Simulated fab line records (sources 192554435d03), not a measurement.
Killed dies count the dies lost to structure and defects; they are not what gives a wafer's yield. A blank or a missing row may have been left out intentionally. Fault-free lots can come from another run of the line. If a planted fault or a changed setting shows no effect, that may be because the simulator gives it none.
fab line records ; flow n5-finfet
record lots=7; wafers=21
route steps=1938 shown BEOL_M12@1602 BEOL_M13@1661 BEOL_M14@1742
start-h: start of the lot's first displayed wafer, in hours after the record's first day ; wait-h: how many hours have passed since the lot's step before this one ; " same as the row above ; L1.1+2: several wafers, shown together as one row ; - no value, or no start was given ; * or withheld: withheld ; < > ~ a bound
route shown NAME@n: NAME is a module with steps in the file, n the number in the route of the first one ; usual: mean and standard deviation over wafers with no fault ; same: alike in all rows ; chamber/n: place in a boat ; sites: readings site by site ; _std_site: their standard deviation ; _edge_site: inner sites' mean taken away from outer sites' mean ; radius-mm: for every site, how far away it sits from the centre of the wafer ; mask NAME#n: copy n ; behind: the most recent tool/chamber to have shaped the wafer ; hold: the reason the lot was held/the length of the hold in hours/how it ended ; device: the n, p or np transistor that did not switch ; end of line: the route-end tests of the same wafers ; a step given without rows: its recipe and nothing more ; killed: count of dies lost to structure and defects at first sort (not the wafer's yield) ; map: the dies of a wafer, with x for killed, . for not killed, _ for no die there
set.NAME: setting as actually run; set.NAME@STEP: the setting as run at that earlier step ; model.NAME: the simulator's own value behind a step, which no gauge read
one table per step and one row per wafer, for lots whose settings were changed on purpose
## steps
# step N5_BEOL_M12_ILD_DEP_00
# recipe material=SiOC; target-thk-a=6589.2; temp-c=350; precursor=DEMS/O2; pressure-torr=5; rf-w=500; time-s=130.7
lot.wafer;tool;chamber;start-h;wait-h;set.time-s;model.SiOC_of_BEOL_M12_ILD_DEP_00.thk-nm
L079.1;pecvd-01;0;271.36;0.0;130.7;655.2
L079.2;pecvd-01;1;271.36;0.0;130.7;652
L079.5;pecvd-01;2;271.36;0.0;130.7;664.8
L088.2;pecvd-01;0;354.15;0.0;145.1;727.8
L088.4;pecvd-01;2;354.15;0.0;130.7;663.4
L088.6;pecvd-01;1;354.15;0.0;130.7;664.6
L094.1;pecvd-04;2;363.29;0.0;136.2;682.8
L094.4;pecvd-04;1;363.29;0.0;130.7;651
L094.6;pecvd-04;0;363.29;0.0;136.2;682.2
L090.1;pecvd-01;0;371.42;0.0;115.7;593.2
L090.3;pecvd-01;2;371.42;0.0;115.7;598.8
L090.5;pecvd-01;1;371.42;0.0;130.7;684.8
L096.1;pecvd-02;2;377.73;0.0;130.7;652.2
L096.3;pecvd-02;0;377.73;0.0;130.7;654.6
L096.6;pecvd-02;0;377.73;0.0;136.5;695.4
L092.1;pecvd-02;1;379.90;0.0;130.7;656.4
L092.2;pecvd-02;2;379.90;0.0;137.5;692.4
L092.3;pecvd-02;0;379.90;0.0;130.7;655
L095.1;pecvd-02;2;384.96;0.0;130.7;655.2
L095.2;pecvd-02;1;384.96;0.0;130.7;656
L095.6;pecvd-02;1;384.96;0.0;130.7;675
# step N5_BEOL_M12_THK_MEAS_01
# recipe reads=SiOC_of_BEOL_M12_ILD_DEP_00
# usual M12_ILD_THK=661/9.8
lot.wafer;tool;chamber;start-h;wait-h;set.time-s@BEOL_M12_ILD_DEP_00;M12_ILD_THK[nm]
L079.1;film-metro-02;-;271.50;0.1;130.7;655
L079.2;film-metro-02;-;271.50;0.1;130.7;652
L079.5;film-metro-02;-;271.50;0.1;130.7;665
L088.2;film-metro-02;-;354.28;0.1;145.1;728
L088.4;film-metro-02;-;354.28;0.1;130.7;663
L088.6;film-metro-02;-;354.28;0.1;130.7;664
L094.1;film-metro-02;-;363.43;0.1;136.2;683
L094.4;film-metro-02;-;363.43;0.1;130.7;651
L094.6;film-metro-02;-;363.43;0.1;136.2;682
L090.1;film-metro-02;-;371.55;0.1;115.7;593
L090.3;film-metro-02;-;371.55;0.1;115.7;599
L090.5;film-metro-02;-;371.55;0.1;130.7;685
L096.1;film-metro-02;-;377.86;0.1;130.7;653
L096.3;film-metro-02;-;377.86;0.1;130.7;655
L096.6;film-metro-02;-;377.86;0.1;136.5;695
L092.1;film-metro-02;-;380.03;0.1;130.7;657
L092.2;film-metro-02;-;380.03;0.1;137.5;693
L092.3;film-metro-02;-;380.03;0.1;130.7;655
L095.1;film-metro-02;-;385.10;0.1;130.7;655
L095.2;film-metro-02;-;385.10;0.1;130.7;656
L095.6;film-metro-02;-;385.10;0.1;130.7;675
# step N5_BEOL_M12_COAT_58
# recipe resist=BARC; temp-c=205; time-s=60; spin-rpm=1500; resist-thk-nm=89
# step N5_BEOL_M12_COAT_04
# recipe spin-rpm=1625; resist-thk-nm=400
# step N5_BEOL_M12_DESCUM_15
# recipe chemistry=O2; time-s=7.9; source-power-w=50; bias-power-w=20; pressure-mtorr=20; rf-frequency-hz=2.712e+07; temp-c=40; o2-flow-sccm=225
# step N5_BEOL_M12_ETCH_59
# recipe chemistry=N2/H2; target=BARC; target-depth-a=890; overetch-a=267; time-s=67.9; ion-energy-ev=200; pressure-mtorr=30; source-w=840; bias-w=150; n2-flow-sccm=200; h2-flow-sccm=200
# step N5_BEOL_M12_VIA_ETCH_16
# recipe chemistry=C4F8/O2/Ar; target=SiOC; pressure-mtorr=30; source-w=3000; bias-w=700; Ar_flow_sccm=400; C4F8_flow_sccm=15; O2_flow_sccm=8; he-inner-torr=15; he-outer-torr=30; target-depth-a=7248; time-s=withheld; ion-energy-ev=250; ends=cleared
lot.wafer;tool;chamber;start-h;wait-h;set.time-s@BEOL_M12_ILD_DEP_00;model.etch.depth-nm;model.coat_of_BEOL_M12_COAT_04.thk-nm
L079.1;rie-diel-06;2;271.98;0.0;*;655.2;127.8
L079.2;rie-diel-06;0;271.98;0.0;*;652.1;126.2
L079.5;rie-diel-06;0;271.98;0.0;*;664.8;123.2
L088.2;rie-diel-06;2;354.89;0.0;*;727.8;105.4
L088.4;rie-diel-06;3;354.89;0.0;*;663.4;122.6
L088.6;rie-diel-06;0;354.89;0.0;*;664.5;119.6
L094.1;rie-diel-05;0;364.05;0.0;*;682.8;114
L094.4;rie-diel-05;3;364.05;0.0;*;651;128.8
L094.6;rie-diel-05;2;364.05;0.0;*;682.3;115.2
L090.1;rie-diel-02;2;372.03;0.0;*;593.3;145.8
L090.3;rie-diel-02;3;372.03;0.0;*;598.8;137.6
L090.5;rie-diel-02;2;372.03;0.0;*;684.8;118.8
L096.1;rie-diel-06;0;378.46;0.0;*;652.3;122.8
L096.3;rie-diel-06;3;378.46;0.0;*;654.5;124.8
L096.6;rie-diel-06;3;378.46;0.0;*;695.3;113.4
L092.1;rie-diel-06;2;380.63;0.0;*;656.4;127.2
L092.2;rie-diel-06;3;380.63;0.0;*;692.3;116
L092.3;rie-diel-06;1;380.63;0.0;*;655;124.2
L095.1;rie-diel-02;0;385.70;0.0;*;655.1;124.2
L095.2;rie-diel-02;3;385.70;0.0;*;656;119.2
L095.6;rie-diel-02;1;385.70;0.0;*;674.9;117
# step N5_BEOL_M12_STRIP_63
# recipe chemistry=N2/H2; power-w=1000; temp-c=250; h2-frac=0.65; overash-fraction=0.3; pressure-mtorr=1000; n2-flow-sccm=1750; h2-flow-sccm=3250
# usual strip-time-to-endpoint-s=42.5/1
lot.wafer;tool;chamber;start-h;wait-h;set.time-s@BEOL_M12_ILD_DEP_00;strip-time-to-endpoint-s
L079.1;plasma-asher-02;0;272.18;-;130.7;43.8
L079.2;plasma-asher-02;1;272.18;-;130.7;43.3
L079.5;plasma-asher-02;1;272.18;-;130.7;42.5
L088.2;plasma-asher-02;1;355.09;-;145.1;37.7
L088.4;plasma-asher-02;0;355.09;-;130.7;42.4
L088.6;plasma-asher-02;1;355.09;-;130.7;41.6
L094.1;plasma-asher-02;1;364.25;-;136.2;40.1
L094.4;plasma-asher-02;0;364.25;-;130.7;44.0
L094.6;plasma-asher-02;1;364.25;-;136.2;40.4
L090.1;plasma-asher-01;1;372.24;-;115.7;48.6
L090.3;plasma-asher-01;1;372.24;-;115.7;46.4
L090.5;plasma-asher-01;0;372.24;-;130.7;41.3
L096.1;plasma-asher-01;0;378.66;-;130.7;42.4
L096.3;plasma-asher-01;1;378.66;-;130.7;43.0
L096.6;plasma-asher-01;0;378.66;-;136.5;39.9
L092.1;plasma-asher-01;0;380.84;-;130.7;43.6
L092.2;plasma-asher-01;1;380.84;-;137.5;40.6
L092.3;plasma-asher-01;0;380.84;-;130.7;42.8
L095.1;plasma-asher-01;1;385.90;-;130.7;42.8
L095.2;plasma-asher-01;0;385.90;-;130.7;41.5
L095.6;plasma-asher-01;0;385.90;-;130.7;40.9
# step N5_BEOL_M12_STRIP_64
# recipe chemistry=N2/H2; power-w=1000; temp-c=250; h2-frac=0.65; overash-fraction=0.3; pressure-mtorr=withheld; n2-flow-sccm=1750; h2-flow-sccm=3250
# step N5_BEOL_M12_STRIP_71
# recipe chemistry=post-etch-residue-remover; time-s=60; temp-c=25; remover-ph=withheld; remover-water-wt-pct=withheld; remover-fluoride-wt-pct=withheld
# step N5_BEOL_M12_STRIP_37
# recipe chemistry=N2/H2; power-w=1000; temp-c=250; h2-frac=0.65; overash-fraction=0.3; pressure-mtorr=withheld; n2-flow-sccm=1750; h2-flow-sccm=3250
# step N5_BEOL_M12_ETCH_38
# recipe chemistry=CF4/N2; target=SiCN; target-depth-a=687; taper-deg=2; time-s=73.4; ion-energy-ev=150; mask-material=SiO2; pressure-mtorr=40; source-w=430; bias-w=70; Ar_flow_sccm=100; cf4-flow-sccm=60; n2-flow-sccm=60
lot.wafer;tool;chamber;start-h;wait-h;set.time-s@BEOL_M12_ILD_DEP_00;model.SiOC_of_BEOL_M12_ILD_DEP_00.thk-nm
L079.1;rie-diel-06;2;275.25;-;130.7;608.4
L079.2;rie-diel-06;0;275.25;-;130.7;604.8
L079.5;rie-diel-06;1;275.25;-;130.7;615.4
L088.2;rie-diel-02;0;356.61;-;145.1;678.4
L088.4;rie-diel-02;2;356.61;-;130.7;615.8
L088.6;rie-diel-02;3;356.61;-;130.7;611.8
L094.1;rie-diel-02;3;366.57;-;136.2;630.2
L094.4;rie-diel-02;0;366.57;-;130.7;601.4
L094.6;rie-diel-02;0;366.57;-;136.2;632.6
L090.1;rie-diel-06;0;374.03;-;115.7;544.2
L090.3;rie-diel-06;2;374.03;-;115.7;550.8
L090.5;rie-diel-06;3;374.03;-;130.7;637.2
L096.1;rie-diel-02;3;380.89;-;130.7;600.2
L096.3;rie-diel-02;2;380.89;-;130.7;607.4
L096.6;rie-diel-02;1;380.89;-;136.5;647
L092.1;rie-diel-06;0;382.71;-;130.7;606.6
L092.2;rie-diel-06;2;382.71;-;137.5;643.8
L092.3;rie-diel-06;3;382.71;-;130.7;606.4
L095.1;rie-diel-06;0;387.64;-;130.7;606.6
L095.2;rie-diel-06;1;387.64;-;130.7;605.2
L095.6;rie-diel-06;2;387.64;-;130.7;626.6
# step N5_BEOL_M13_COAT_58
# recipe resist=BARC; temp-c=205; time-s=60; spin-rpm=1500; resist-thk-nm=89
lot.wafer;tool;chamber;start-h;wait-h;set.spin-rpm;model.BARC_of_BEOL_M13_COAT_58.thk-nm
L079.1;litho-track-02;0;277.35;0.0;1500;88.8
L079.2+5;litho-track-02;0;277.35;0.0;1500;89.4
L088.2;litho-track-03;0;359.14;0.0;1427;91
L088.4;litho-track-03;0;359.14;0.0;1500;89
L088.6;litho-track-03;0;359.14;0.0;1427;91.4
L094.1;litho-track-05;0;368.41;0.0;1500;89.2
L094.4;litho-track-05;0;368.41;0.0;1339;95
L094.6;litho-track-05;0;368.41;0.0;1339;94.6
L090.1;litho-track-02;0;376.51;0.0;1443;91
L090.3;litho-track-02;0;376.51;0.0;1500;89
L090.5;litho-track-02;0;376.51;0.0;1500;89.2
L096.1;litho-track-02;0;383.51;0.0;1569;87
L096.3;litho-track-02;0;383.51;0.0;1500;89
L096.6;litho-track-02;0;383.51;0.0;1569;86.8
L092.1;litho-track-02;0;384.59;0.0;1565;86.8
L092.2;litho-track-02;0;384.59;0.0;1565;87
L092.3;litho-track-02;0;384.59;0.0;1500;88.8
L095.1;litho-track-03;0;389.59;0.0;1500;89.4
L095.2+6;litho-track-03;0;389.59;0.0;1500;89.2
# step N5_BEOL_M13_EXPOSE_07
# recipe mask-id=V12; na=0.93; source-shape=conventional; sigma-outer=0.6; polarization=unpolarized; attpsm-phase-deg=180; dose-mj=24.8
lot.wafer;tool;chamber;start-h;wait-h;mask;set.dose-mj
L079.1+2+5;krf-scanner-01;0;277.58;-;V12#0;24.8
L088.2+4;krf-scanner-01;0;359.40;-;V12#0;24.8
L088.6;krf-scanner-01;0;359.40;-;V12#0;26.59
L094.1+4+6;krf-scanner-02;0;368.63;-;V12#0;24.8
L090.1+3;krf-scanner-01;0;376.74;-;V12#0;24.8
L090.5;krf-scanner-01;0;376.74;-;V12#0;24.07
L096.1+3+6;krf-scanner-02;0;383.75;-;V12#0;24.8
L092.1;krf-scanner-02;0;384.69;-;V12#0;26.16
L092.2+3;krf-scanner-02;0;384.69;-;V12#0;24.8
L095.1+2+6;krf-scanner-02;0;389.69;-;V12#0;24.8
# step N5_BEOL_M13_PEB_08
# recipe peb-temp-c=130; peb-time-s=90
# step N5_BEOL_M13_DEVELOP_09
# recipe develop-time-s=45; rinse-liquid=diw; dry=air-spin; dev-temp-c=21
# step N5_BEOL_M13_HARDBAKE_14
# recipe temp-c=130; time-s=120
# step N5_BEOL_M13_CD_MEAS_10
# recipe target-cd-nm=190; landing-energy-ev=500; detector=se-inlens; polarity=opening
# usual cd-nm=189.2/1.4
lot.wafer;tool;chamber;start-h;wait-h;set.dose-mj@BEOL_M13_EXPOSE_07;cd-nm
L079.1;cd-sem-01;0;277.75;-;24.8;187.6
L079.2;cd-sem-01;0;277.75;-;24.8;188.3
L079.5;cd-sem-01;0;277.75;-;24.8;189.1
L088.2;cd-sem-03;0;359.57;-;24.8;190.5
L088.4;cd-sem-03;0;359.57;-;24.8;190.0
L088.6;cd-sem-03;0;359.57;-;26.59;197.2
L094.1;cd-sem-01;0;368.80;-;24.8;187.3
L094.4;cd-sem-01;0;368.80;-;24.8;187.2
L094.6;cd-sem-01;0;368.80;-;24.8;187.5
L090.1;cd-sem-03;0;376.91;-;24.8;189.3
L090.3;cd-sem-03;0;376.91;-;24.8;190.5
L090.5;cd-sem-03;0;376.91;-;24.07;185.9
L096.1;cd-sem-03;0;383.92;-;24.8;186.3
L096.3;cd-sem-03;0;383.92;-;24.8;187.6
L096.6;cd-sem-03;0;383.92;-;24.8;187.5
L092.1;cd-sem-01;0;384.86;-;26.16;194.0
L092.2;cd-sem-01;0;384.86;-;24.8;188.4
L092.3;cd-sem-01;0;384.86;-;24.8;188.8
L095.1;cd-sem-03;0;389.86;-;24.8;188.0
L095.2;cd-sem-03;0;389.86;-;24.8;187.5
L095.6;cd-sem-03;0;389.86;-;24.8;188.3
# step N5_BEOL_M13_DESCUM_15
# recipe chemistry=O2; time-s=7.9; source-power-w=50; bias-power-w=20; pressure-mtorr=20; rf-frequency-hz=2.712e+07; temp-c=40; o2-flow-sccm=225
# step N5_BEOL_M13_ETCH_59
# recipe chemistry=N2/H2; target=BARC; target-depth-a=890; overetch-a=267; time-s=67.9; ion-energy-ev=200; pressure-mtorr=30; source-w=840; bias-w=150; n2-flow-sccm=200; h2-flow-sccm=200
lot.wafer;tool;chamber;start-h;wait-h;set.spin-rpm@BEOL_M13_COAT_58;model.etch.depth-nm
L079.1;rie-diel-04;3;277.87;0.0;1500;88.81
L079.2;rie-diel-04;1;277.87;0.0;1500;89.32
L079.5;rie-diel-04;1;277.87;0.0;1500;89.43
L088.2;rie-diel-03;0;359.76;0.0;1427;91.02
L088.4;rie-diel-03;1;359.76;0.0;1500;88.91
L088.6;rie-diel-03;1;359.76;0.0;1427;91.47
L094.1;rie-diel-03;1;368.93;0.0;1500;89.26
L094.4;rie-diel-03;2;368.93;0.0;1339;94.99
L094.6;rie-diel-03;0;368.93;0.0;1339;94.66
L090.1;rie-diel-01;0;377.03;0.0;1443;90.98
L090.3;rie-diel-01;2;377.03;0.0;1500;89.02
L090.5;rie-diel-01;0;377.03;0.0;1500;89.12
L096.1;rie-diel-03;0;384.04;0.0;1569;86.97
L096.3;rie-diel-03;1;384.04;0.0;1500;89
L096.6;rie-diel-03;2;384.04;0.0;1569;86.88
L092.1;rie-diel-01;2;385.00;0.0;1565;86.73
L092.2;rie-diel-01;0;385.00;0.0;1565;86.93
L092.3;rie-diel-01;2;385.00;0.0;1500;88.76
L095.1;rie-diel-03;0;390.12;0.0;1500;89.39
L095.2+6;rie-diel-03;1;390.12;0.0;1500;89.2
# step N5_BEOL_M13_VIA_ETCH_16
# recipe chemistry=C4F8/O2/Ar; target=SiOC; pressure-mtorr=30; source-w=3000; bias-w=700; Ar_flow_sccm=400; C4F8_flow_sccm=15; O2_flow_sccm=8; he-inner-torr=15; he-outer-torr=30; target-depth-a=9217; time-s=withheld; ion-energy-ev=250; ends=cleared
# step N5_BEOL_M13_STRIP_63
# recipe chemistry=N2/H2; power-w=1000; temp-c=250; h2-frac=0.65; overash-fraction=0.3; pressure-mtorr=1000; n2-flow-sccm=1750; h2-flow-sccm=3250
# step N5_BEOL_M13_STRIP_64
# recipe chemistry=N2/H2; power-w=1000; temp-c=250; h2-frac=0.65; overash-fraction=0.3; pressure-mtorr=withheld; n2-flow-sccm=1750; h2-flow-sccm=3250
# usual strip-time-to-endpoint-s=31.33/0.071
lot.wafer;tool;chamber;start-h;wait-h;set.spin-rpm@BEOL_M13_COAT_58;strip-time-to-endpoint-s
L079.1;plasma-asher-01;1;278.22;0.0;1500;31.25
L079.2;plasma-asher-01;0;278.22;0.0;1500;31.39
L079.5;plasma-asher-01;1;278.22;0.0;1500;31.44
L088.2;plasma-asher-01;0;360.20;0.0;1427;31.90
L088.4;plasma-asher-01;1;360.20;0.0;1500;31.27
L088.6;plasma-asher-01;0;360.20;0.0;1427;32.03
L094.1;plasma-asher-01;1;369.28;0.0;1500;31.38
L094.4;plasma-asher-01;1;369.28;0.0;1339;33.00
L094.6;plasma-asher-01;1;369.28;0.0;1339;32.92
L090.1;plasma-asher-02;0;377.38;0.0;1443;31.86
L090.3;plasma-asher-02;0;377.38;0.0;1500;31.30
L090.5;plasma-asher-02;1;377.38;0.0;1500;31.36
L096.1;plasma-asher-01;0;384.39;0.0;1569;30.71
L096.3;plasma-asher-01;0;384.39;0.0;1500;31.30
L096.6;plasma-asher-01;0;384.39;0.0;1569;30.72
L092.1;plasma-asher-02;0;385.48;0.0;1565;30.65
L092.2;plasma-asher-02;1;385.48;0.0;1565;30.71
L092.3;plasma-asher-02;1;385.48;0.0;1500;31.26
L095.1;plasma-asher-01;1;390.46;0.0;1500;31.42
L095.2;plasma-asher-01;0;390.46;0.0;1500;31.38
L095.6;plasma-asher-01;1;390.46;0.0;1500;31.37
# step N5_BEOL_M13_STRIP_71
# recipe chemistry=post-etch-residue-remover; time-s=60; temp-c=25; remover-ph=withheld; remover-water-wt-pct=withheld; remover-fluoride-wt-pct=withheld
# step N5_BEOL_M13_SRD_72
# recipe time-s=30; temp-c=23; rinse-liquid=diw; dry=n2-spin; spin-rpm=1500; dry-time-s=30
# step N5_BEOL_M13_CD_MEAS_17
# recipe target-cd-nm=190; polarity=opening
# usual cd-nm=189.1/1.6
lot.wafer;tool;chamber;start-h;wait-h;set.dose-mj@BEOL_M13_EXPOSE_07;cd-nm
L079.1;cd-sem-02;-;278.37;0.0;24.8;187.6
L079.2;cd-sem-02;-;278.37;0.0;24.8;187.3
L079.5;cd-sem-02;-;278.37;0.0;24.8;188.7
L088.2;cd-sem-03;-;360.35;0.0;24.8;190.1
L088.4;cd-sem-03;-;360.35;0.0;24.8;190.3
L088.6;cd-sem-03;-;360.35;0.0;26.59;197.6
L094.1;cd-sem-03;-;369.42;0.0;24.8;186.8
L094.4;cd-sem-03;-;369.42;0.0;24.8;187.9
L094.6;cd-sem-03;-;369.42;0.0;24.8;186.0
L090.1;cd-sem-02;-;377.53;0.0;24.8;189.2
L090.3;cd-sem-02;-;377.53;0.0;24.8;190.2
L090.5;cd-sem-02;-;377.53;0.0;24.07;186.4
L096.1;cd-sem-02;-;384.54;0.0;24.8;184.0
L096.3;cd-sem-02;-;384.54;0.0;24.8;187.2
L096.6;cd-sem-02;-;384.54;0.0;24.8;187.5
L092.1;cd-sem-01;-;385.63;0.0;26.16;194.7
L092.2;cd-sem-01;-;385.63;0.0;24.8;188.7
L092.3;cd-sem-01;-;385.63;0.0;24.8;188.6
L095.1;cd-sem-02;-;390.61;0.0;24.8;186.8
L095.2;cd-sem-02;-;390.61;0.0;24.8;187.7
L095.6;cd-sem-02;-;390.61;0.0;24.8;189.4
# step N5_BEOL_M13_EXPOSE_25
# recipe mask-id=M13; na=0.93; source-shape=conventional; sigma-outer=0.4; polarization=unpolarized; target-cd-nm=210; dose-mj=22
lot.wafer;tool;chamber;start-h;wait-h;mask;set.dose-mj
L079.1+5;krf-scanner-02;0;278.65;-;M13#0;22
L079.2;krf-scanner-02;0;278.65;-;M13#0;20.4
L088.2+4+6;krf-scanner-02;0;360.68;-;M13#0;22
L094.1+4;krf-scanner-02;0;369.58;-;M13#0;21.15
L094.6;krf-scanner-02;0;369.58;-;M13#0;22
L090.1+3+5;krf-scanner-01;0;377.81;-;M13#0;22
L096.1+3;krf-scanner-02;0;384.81;-;M13#0;22.63
L096.6;krf-scanner-02;0;384.81;-;M13#0;22
L092.1;krf-scanner-02;0;385.79;-;M13#0;22
L092.2+3;krf-scanner-02;0;385.79;-;M13#0;21.58
L095.1+2+6;krf-scanner-02;0;390.77;-;M13#0;22
# step N5_BEOL_M13_DEVELOP_27
# recipe develop-time-s=45; rinse-liquid=diw; dry=air-spin; dev-temp-c=21
lot.wafer;tool;chamber;start-h;wait-h;set.develop-time-s
L079.1+2+5;litho-track-03;0;-;-;49.21
L088.2+6;litho-track-02;0;-;-;36.12
L088.4;litho-track-02;0;-;-;45
L094.1+4;litho-track-05;0;-;-;48.38
L094.6;litho-track-05;0;-;-;45
L090.1+3+5;litho-track-02;0;-;-;45
L096.1;litho-track-02;0;-;-;51.02
L096.3+6;litho-track-02;0;-;-;45
L092.1+2+3;litho-track-03;0;-;-;45
L095.1+2+6;litho-track-05;0;-;-;45
# step N5_BEOL_M13_HARDBAKE_32
# recipe temp-c=130; time-s=120
# step N5_BEOL_M13_CD_MEAS_28
# recipe target-cd-nm=209.5; landing-energy-ev=500; detector=se-inlens
# usual cd-nm=209.8/1.5
lot.wafer;tool;chamber;start-h;wait-h;set.dose-mj@BEOL_M13_EXPOSE_25;cd-nm
L079.1;cd-sem-02;0;278.82;-;22;210.9
L079.2;cd-sem-02;0;278.82;-;20.4;203.3
L079.5;cd-sem-02;0;278.82;-;22;210.8
L088.2;cd-sem-02;0;360.84;-;22;208.7
L088.4;cd-sem-02;0;360.84;-;22;210.1
L088.6;cd-sem-02;0;360.84;-;22;208.5
L094.1;cd-sem-03;0;369.75;-;21.15;206.9
L094.4;cd-sem-03;0;369.75;-;21.15;206.0
L094.6;cd-sem-03;0;369.75;-;22;209.2
L090.1;cd-sem-02;0;377.98;-;22;209.5
L090.3;cd-sem-02;0;377.98;-;22;209.8
L090.5;cd-sem-02;0;377.98;-;22;209.5
L096.1;cd-sem-03;0;384.99;-;22.63;213.7
L096.3;cd-sem-03;0;384.99;-;22.63;214.2
L096.6;cd-sem-03;0;384.99;-;22;210.1
L092.1;cd-sem-03;0;385.96;-;22;211.4
L092.2;cd-sem-03;0;385.96;-;21.58;211.3
L092.3;cd-sem-03;0;385.96;-;21.58;206.9
L095.1;cd-sem-03;0;390.94;-;22;207.7
L095.2;cd-sem-03;0;390.94;-;22;207.2
L095.6;cd-sem-03;0;390.94;-;22;208.2
# step N5_BEOL_M13_DESCUM_33
# recipe chemistry=O2; time-s=7.9; source-power-w=50; bias-power-w=20; pressure-mtorr=20; rf-frequency-hz=2.712e+07; temp-c=40; o2-flow-sccm=225
lot.wafer;tool;chamber;start-h;wait-h;set.dose-mj@BEOL_M13_EXPOSE_25;model.BEOL_M13.cd-nm
L079.1;rie-diel-04;1;278.91;0.0;22;210.8
L079.2;rie-diel-04;0;278.91;0.0;20.4;203
L079.5;rie-diel-04;2;278.91;0.0;22;211.4
L088.2;rie-diel-01;1;360.99;0.1;22;209
L088.4;rie-diel-01;2;360.99;0.1;22;210.4
L088.6;rie-diel-01;3;360.99;0.1;22;208.4
L094.1;rie-diel-03;2;369.84;0.0;21.15;207
L094.4;rie-diel-03;2;369.84;0.0;21.15;206.2
L094.6;rie-diel-03;1;369.84;0.0;22;209.2
L090.1+5;rie-diel-04;1,0;378.07;0.0;22;209.6
L090.3;rie-diel-04;2;378.07;0.0;22;210.2
L096.1;rie-diel-04;2;385.12;0.1;22.63;213.8
L096.3;rie-diel-04;0;385.12;0.1;22.63;214.2
L096.6;rie-diel-04;3;385.12;0.1;22;209.8
L092.1;rie-diel-03;2;386.24;0.2;22;211.6
L092.2;rie-diel-03;1;386.24;0.2;21.58;211.2
L092.3;rie-diel-03;0;386.24;0.2;21.58;207.2
L095.1;rie-diel-01;3;391.03;0.0;22;207.8
L095.2;rie-diel-01;0;391.03;0.0;22;207.2
L095.6;rie-diel-01;2;391.03;0.0;22;208.4
# step N5_BEOL_M14_EXPOSE_25
# recipe mask-id=M14; na=0.8; source-shape=annular; sigma-inner=0.5; sigma-outer=0.8; polarization=unpolarized; target-cd-nm=280; dose-mj=26.6
lot.wafer;tool;chamber;start-h;wait-h;mask;set.dose-mj
L079.1+2+5;krf-scanner-01;0;282.64;-;M14#0;26.6
L088.2;krf-scanner-02;0;368.97;-;M14#0;27.35
L088.4+6;krf-scanner-02;0;368.97;-;M14#0;26.6
L094.1+4;krf-scanner-02;0;376.98;-;M14#0;26.6
L094.6;krf-scanner-02;0;376.98;-;M14#0;28.34
L090.1+3+5;krf-scanner-01;0;382.47;-;M14#0;26.6
L096.1+3;krf-scanner-02;0;389.11;-;M14#0;26.6
L096.6;krf-scanner-02;0;389.11;-;M14#0;27.62
L092.1+2;krf-scanner-02;0;391.32;-;M14#0;27.83
L092.3;krf-scanner-02;0;391.32;-;M14#0;26.6
L095.1+2+6;krf-scanner-02;0;403.54;-;M14#0;26.6
## key
split step=N5_BEOL_M12_ILD_DEP_00; setting=time-s; stated=130.7; by=wafer
response step=N5_BEOL_M12_ILD_DEP_00; reading=model.SiOC_of_BEOL_M12_ILD_DEP_00.thk-nm; change=+7.03; per=1%; r=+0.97
response step=N5_BEOL_M12_THK_MEAS_01; reading=M12_ILD_THK; change=+7.03; per=1%; r=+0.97
response step=N5_BEOL_M12_VIA_ETCH_16; reading=model.etch.depth-nm; change=+7.03; per=1%; r=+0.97
response step=N5_BEOL_M12_VIA_ETCH_16; reading=model.coat_of_BEOL_M12_COAT_04.thk-nm; change=-1.86; per=1%; r=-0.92
response step=N5_BEOL_M12_STRIP_63; reading=strip-time-to-endpoint-s; change=*; per=1%; r=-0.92
response step=N5_BEOL_M12_ETCH_38; reading=model.SiOC_of_BEOL_M12_ILD_DEP_00.thk-nm; change=+7.1; per=1%; r=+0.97
split step=N5_BEOL_M13_COAT_58; setting=spin-rpm; stated=1500; by=wafer
response step=N5_BEOL_M13_COAT_58; reading=model.BARC_of_BEOL_M13_COAT_58.thk-nm; change=-0.496; per=1%; r=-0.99
response step=N5_BEOL_M13_ETCH_59; reading=model.etch.depth-nm; change=-0.498; per=1%; r=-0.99
response step=N5_BEOL_M13_STRIP_64; reading=strip-time-to-endpoint-s; change=*; per=1%; r=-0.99
split step=N5_BEOL_M13_EXPOSE_07; setting=dose-mj; stated=24.8; by=wafer
response step=N5_BEOL_M13_CD_MEAS_10; reading=cd-nm; change=+1; per=1%; r=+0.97
response step=N5_BEOL_M13_CD_MEAS_17; reading=cd-nm; change=+1.06; per=1%; r=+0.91
split step=N5_BEOL_M13_EXPOSE_25; setting=dose-mj; stated=22; by=wafer
response step=N5_BEOL_M13_CD_MEAS_28; reading=cd-nm; change=+1.02; per=1%; r=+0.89
response step=N5_BEOL_M13_DESCUM_33; reading=model.BEOL_M13.cd-nm; change=+1.07; per=1%; r=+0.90
split step=N5_BEOL_M13_DEVELOP_27; setting=develop-time-s; stated=45; by=wafer
response none clear
split step=N5_BEOL_M14_EXPOSE_25; setting=dose-mj; stated=26.6; by=wafer
response none in this file
